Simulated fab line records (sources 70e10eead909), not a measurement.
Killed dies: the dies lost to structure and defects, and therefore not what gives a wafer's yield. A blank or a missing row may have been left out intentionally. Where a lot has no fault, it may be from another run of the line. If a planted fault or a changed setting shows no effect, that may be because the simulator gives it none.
What tool caused it? | flow nandHarc | 18 wafers sampled from 6 lots at 1 step of a route of 1159

## WHAT THE GAUGES SHOWED, per wafer
NHARC_A_M1_OVL_MEAS_10: pitch 240 nm.
lot  | measured     | on         | overlayXNm (nm)
L886 | day 17 23:07 | overlay-01 | -0.4 -0.3 -0.9
L885 | day 18 07:25 | overlay-02 | 0.5 0.1 0.5
L889 | day 18 23:49 | overlay-01 | 1.6 1.7 1.8
L890 | day 19 11:07 | overlay-01 | -0.3 -0.9 -0.9
L892 | day 19 22:01 | overlay-02 | 0.2 -1.0 -0.1
L900 | day 22 14:47 | overlay-02 | 1.0 0.8 0.4

## EACH LOT AND THE TOOL THAT RAN IT (in order: tool; ch and the chambers of the sampled wafers; start)
There is no process step in the record ahead of these readings.

## THE ANSWER, worked out from the rows above alone
Rule: usual is defined by the lots themselves. The widest of any qualifying gaps counts: lots, ordered by their means at a reading, are off when they make up no more than a third of the lots, leave a main group of 4 or more, and stand apart from it by 3 or more times the standard deviation of that group's means. The tables above print the reading to a certain number of digits; a main group whose means all agree to those digits is not used. A lot without any number at a reading at which 4 lots or more have one is off too. Where the step has rows for the other lots, those lots are counted as sound.
Nothing can be told from this: no lot is off at any reading shown.

## WHAT THE SIMULATOR PUT IN
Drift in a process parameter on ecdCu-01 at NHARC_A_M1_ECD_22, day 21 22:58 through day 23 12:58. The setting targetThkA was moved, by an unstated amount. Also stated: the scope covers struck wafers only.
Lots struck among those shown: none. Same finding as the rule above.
